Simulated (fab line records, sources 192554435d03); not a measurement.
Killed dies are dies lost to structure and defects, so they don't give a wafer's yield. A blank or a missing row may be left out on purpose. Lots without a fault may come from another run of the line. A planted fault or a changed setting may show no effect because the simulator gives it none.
One fault seen from 2 desks | flow n5_finfet | each desk has only its own numbers; what lay behind them comes last

THE METROLOGY DESK
What the gauges read, lot by lot, whatever tool the lot ran on: means of the sampled wafers that have a number. A lot is out of limits, marked OUT, if its mean lies more than 4 standard deviations from the usual mean; the brackets give that distance.
Columns: A = cd_nm at N5_BEOL_M0_SAQP_CD_MEAS_29, usual 15.00 nm
lot  | first seen here | A
L554 | day 5 14:25     | 15.11
L559 | day 6 20:05     | 14.76
L560 | day 7 10:57     | 14.71
L561 | day 7 11:52     | 15.11
L571 | day 9 22:53     | 15.15
L574 | day 10 14:25    | 15.14
L576 | day 11 06:53    | 15.01
This desk's finding: nothing out of limits on any of the 7 lots.

THE TOOL OWNER'S DESK: litho_track-01
The tool's own readings at N5_BEOL_M0_SAQP_PEB_38 (peb time 60 s): means of the sampled wafers that have a number, for each lot that ran on this tool. A lot is out of limits, marked OUT, if its mean lies more than 4 standard deviations from the usual mean; the brackets give that distance.
Columns: A = chill_plate_temp_C at N5_BEOL_M0_SAQP_PEB_38, usual 23.02 C; B = exhaust_pa at N5_BEOL_M0_SAQP_PEB_38, usual 44.8 Pa; C = plate_temp_C at N5_BEOL_M0_SAQP_PEB_38, usual 99.99 C
lot  | first seen here | A     | B    | C
L574 | day 10 14:47    | 22.95 | 45.9 | 100.04
L576 | day 11 07:08    | 22.98 | 44.4 | 99.90
This desk's finding: nothing out of limits on any of the 2 lots.

PUT TOGETHER
The metrology desk saw nothing out of limits.
The tool owner's desk saw nothing out of limits.

WHAT THE SIMULATOR HAD PUT IN
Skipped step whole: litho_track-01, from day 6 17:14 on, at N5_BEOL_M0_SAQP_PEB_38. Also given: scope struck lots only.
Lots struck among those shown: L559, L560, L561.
